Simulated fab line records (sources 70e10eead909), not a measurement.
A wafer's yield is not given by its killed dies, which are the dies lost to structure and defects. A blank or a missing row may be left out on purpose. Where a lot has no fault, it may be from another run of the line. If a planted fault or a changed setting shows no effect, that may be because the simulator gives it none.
fab line records    flow nand-harc
record lots=6  wafers=18  last-day=32
route steps=1302 shown A_ONON_D1@432
lots that met no fault: taken from a fault-free run of the same line
start-h: start of the lot's first displayed wafer, in hours after the record's first day    wait-h: how many hours have passed since the lot's step before this one    " the same as in the row above    L1.1+2: one row covering several wafers at once    - value missing, or start not given    * or withheld: withheld    < > ~ a bound
route shown NAME@n: names a module that has steps shown in the file, with the first one's number in the route    usual: mean/standard deviation of fault-free wafers    same: alike in all rows    chamber/n: place in a boat    sites: each site's reading    _std_site: how widely they spread, as a standard deviation    _edge_site: inner sites' mean taken away from outer sites' mean    radius-mm: how far each site lies from the wafer's centre    mask NAME#n: copy n    behind: tool/chamber where the wafer was last shaped    hold: why the lot was held/for how many hours/how that ended    device: names the non-switching transistor (n, p or np)    end of line: the same wafers' tests at the end of the route    a step given without rows: its recipe and nothing more    killed: the dies lost at the first sort to structure and to defects; this is not the yield of the wafer    map: dies across one wafer; x = killed, . = not, _ = none there
set.NAME: the setting that was run; set.NAME@STEP: the one run at that earlier step    model.NAME: the simulator's own value behind a step, which no gauge read
certain route steps with their lots: each step a table, each wafer a row
services: from which hour (start-h, from the record's first day; less than 0 if before it) a tool's chamber was out of use, for how many hours, and why
## steps
# step NHARC_A_ONON_D1_DEP_12
# recipe target-thk-a=10000  n2-flow-sccm=2750  n2o-flow-sccm=2000  nh3-flow-sccm=500  sih4-flow-sccm=210  temp-c=400
# step NHARC_A_ONON_D1_THK_MEAS_14
# recipe thk-meas-gauge=ellipsometry
# usual thk-nm=1000/8.6
lot.wafer  tool           chamber  start-h  wait-h  thk-nm
L206.1     film-metro-01  -        207.14   -       999
L206.3     "              -        "        "       999
L206.5     "              -        "        "       1001
L212.2     film-metro-01  -        262.00   -       996
L212.3     "              -        "        "       998
L212.4     "              -        "        "       997
L217.1     film-metro-01  -        310.72   -       1001
L217.4     "              -        "        "       1004
L217.6     "              -        "        "       1002
L218.3     film-metro-01  -        324.44   -       1009
L218.4     "              -        "        "       1007
L218.5     "              -        "        "       1009
L222.2     film-metro-02  -        356.23   -       1006
L222.5     "              -        "        "       1006
L222.6     "              -        "        "       1007
L224.1     film-metro-01  -        382.45   -       989
L224.3     "              -        "        "       989
L224.4     "              -        "        "       989
# step NHARC_A_ONON_D1_ANNEAL_15
# recipe temp-c=750  time-s=3600
# step NHARC_A_ONON_D1_DEP_16
# recipe target-thk-a=10000  n2-flow-sccm=2750  n2o-flow-sccm=2000  nh3-flow-sccm=500  sih4-flow-sccm=210  temp-c=400
# step NHARC_A_ONON_D1_THK_MEAS_18
# recipe thk-meas-gauge=ellipsometry
# usual thk-nm=1001/10
lot.wafer  tool           chamber  start-h  wait-h  thk-nm
L206.1     film-metro-02  -        214.91   -       992
L206.3     "              -        "        "       993
L206.5     "              -        "        "       992
L212.2     film-metro-01  -        269.99   -       1020
L212.3     "              -        "        "       1020
L212.4     "              -        "        "       1019
L217.1     film-metro-02  -        318.53   -       1003
L217.4     "              -        "        "       1005
L217.6     "              -        "        "       1004
L218.3     film-metro-02  -        334.96   -       1001
L218.4     "              -        "        "       1001
L218.5     "              -        "        "       1000
L222.2     film-metro-01  -        363.90   -       1024
L222.5     "              -        "        "       1025
L222.6     "              -        "        "       1027
L224.1     film-metro-01  -        387.91   -       1007
L224.3     "              -        "        "       1009
L224.4     "              -        "        "       1008
# step NHARC_A_ONON_D1_DEP_19
# recipe target-thk-a=10000  n2-flow-sccm=2750  n2o-flow-sccm=2000  nh3-flow-sccm=500  sih4-flow-sccm=210  temp-c=400
# step NHARC_A_ONON_D1_THK_MEAS_21
# recipe thk-meas-gauge=ellipsometry
# usual thk-nm=1000/12
lot.wafer  tool           chamber  start-h  wait-h  thk-nm
L206.1     film-metro-02  -        215.48   -       1003
L206.3     "              -        "        "       1003
L206.5     "              -        "        "       1004
L212.2     film-metro-02  -        270.68   -       1003
L212.3     "              -        "        "       1001
L212.4     "              -        "        "       1001
L217.1     film-metro-01  -        319.10   -       1009
L217.4     "              -        "        "       1007
L217.6     "              -        "        "       1006
L218.3     film-metro-01  -        335.53   -       1008
L218.4     "              -        "        "       1008
L218.5     "              -        "        "       1008
L222.2     film-metro-02  -        364.46   -       977
L222.5     "              -        "        "       977
L222.6     "              -        "        "       976
L224.1     film-metro-02  -        388.47   -       1014
L224.3     "              -        "        "       1013
L224.4     "              -        "        "       1013
# step NHARC_A_ONON_D1_DEP_22
# recipe target-thk-a=10000  n2-flow-sccm=2750  n2o-flow-sccm=2000  nh3-flow-sccm=500  sih4-flow-sccm=210  temp-c=400
# step NHARC_A_ONON_D1_THK_MEAS_24
# recipe thk-meas-gauge=ellipsometry
# usual thk-nm=1002/10
lot.wafer  tool           chamber  start-h  wait-h  thk-nm
L206.1     film-metro-01  -        216.04   -       981
L206.3     "              -        "        "       980
L206.5     "              -        "        "       983
L212.2     film-metro-01  -        271.24   -       991
L212.3     "              -        "        "       991
L212.4     "              -        "        "       991
L217.1     film-metro-01  -        319.66   -       989
L217.4     "              -        "        "       990
L217.6     "              -        "        "       990
L218.3     film-metro-01  -        336.09   -       1028
L218.4     "              -        "        "       1027
L218.5     "              -        "        "       1027
L222.2     film-metro-02  -        365.03   -       1000
L222.5     "              -        "        "       1000
L222.6     "              -        "        "       998
L224.1     film-metro-01  -        389.03   -       1006
L224.3     "              -        "        "       1008
L224.4     "              -        "        "       1007
# step NHARC_A_ONON_D1_DEP_25
# recipe target-thk-a=10000  n2-flow-sccm=2750  n2o-flow-sccm=2000  nh3-flow-sccm=500  sih4-flow-sccm=210  temp-c=400
# step NHARC_A_ONON_D1_THK_MEAS_27
# recipe thk-meas-gauge=ellipsometry
# usual thk-nm=999/13
lot.wafer  tool           chamber  start-h  wait-h  thk-nm
L206.1     film-metro-01  -        216.61   -       1029
L206.3     "              -        "        "       1028
L206.5     "              -        "        "       1028
L212.2     film-metro-02  -        271.83   -       991
L212.3     "              -        "        "       990
L212.4     "              -        "        "       991
L217.1     film-metro-01  -        320.23   -       978
L217.4     "              -        "        "       977
L217.6     "              -        "        "       979
L218.3     film-metro-02  -        336.66   -       1013
L218.4     "              -        "        "       1012
L218.5     "              -        "        "       1013
L222.2     film-metro-02  -        365.60   -       1000
L222.5     "              -        "        "       998
L222.6     "              -        "        "       1001
L224.1     film-metro-02  -        389.60   -       982
L224.3     "              -        "        "       982
L224.4     "              -        "        "       982
# step NHARC_A_ONON_D1_DEP_28
# recipe target-thk-a=10000  n2-flow-sccm=2750  n2o-flow-sccm=2000  nh3-flow-sccm=500  sih4-flow-sccm=210  temp-c=400
lot.wafer   tool           chamber  start-h  wait-h
L206.1+3+5  pecvd-onon-03  0        216.66   0.1
L212.2+3+4  pecvd-onon-02  0        271.95   0.1
L217.1+4+6  pecvd-onon-03  0        320.28   0.1
L218.3+4+5  pecvd-onon-03  0        336.83   0.2
L222.2+5+6  pecvd-onon-01  0        365.71   0.1
L224.1+3+4  pecvd-onon-02  0        389.66   0.1
# step NHARC_A_ONON_D1_THK_MEAS_30
# recipe thk-meas-gauge=ellipsometry
# usual thk-nm=1001/11
lot.wafer  tool           chamber  start-h  wait-h  hold                      thk-nm
L206.1     film-metro-02  -        217.17   -       -                         998
L206.3     "              -        "        "       -                         998
L206.5     "              -        "        "       -                         1000
L212.2     film-metro-02  -        272.40   -       -                         1002
L212.3     "              -        "        "       -                         1003
L212.4     "              -        "        "       -                         1002
L217.1     film-metro-02  -        320.79   -       await-dispo/0.2h/release  1525
L217.4     "              -        "        "       await-dispo/0.2h/release  1522
L217.6     "              -        "        "       await-dispo/0.2h/release  1524
L217.1     film-metro-02  -        320.97   0.2     -                         1525
L217.4     "              -        "        "       -                         1523
L217.6     "              -        "        "       -                         1524
L218.3     film-metro-02  -        337.23   -       await-dispo/0.2h/release  1545
L218.4     "              -        "        "       await-dispo/0.2h/release  1546
L218.5     "              -        "        "       await-dispo/0.2h/release  1545
L218.3     film-metro-02  -        337.40   0.2     -                         1545
L218.4     "              -        "        "       -                         1543
L218.5     "              -        "        "       -                         1543
L222.2     film-metro-01  -        366.17   -       -                         1017
L222.5     "              -        "        "       -                         1018
L222.6     "              -        "        "       -                         1018
L224.1     film-metro-01  -        390.17   -       -                         994
L224.3     "              -        "        "       -                         993
L224.4     "              -        "        "       -                         996
## services
tool           chamber  start-h  hours  kind
pecvd-onon-03  -        227.29   13.0   pm
pecvd-onon-01  -        269.04   13.0   pm
pecvd-onon-02  -        366.29   13.0   pm
## key
first-sign step=NHARC_A_ONON_D1_THK_MEAS_30  reading=visit  direction=added
effect step=NHARC_A_ONON_D1_THK_MEAS_30  reading=thk-nm  direction=up  sigmas=50  usual=1001  struck=1534
met-at NHARC_A_ONON_D1_DEP_28
struck-wafers L217.1,L217.4,L217.6,L218.3,L218.4,L218.5
scrapped-behind NHARC_A_ONON_D1_THK_MEAS_30 L217.1,L217.4,L217.6,L218.3,L218.4,L218.5
onset-between 216.66 320.28
fault kind=process-parameter-drift  tool=pecvd-onon-03  chamber=0  onset-h=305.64  steps=NHARC_A_ONON_D1_DEP_28  channel=target-thk-a  offset=*  shape=step  end-h=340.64  acts-in=*  stated=*
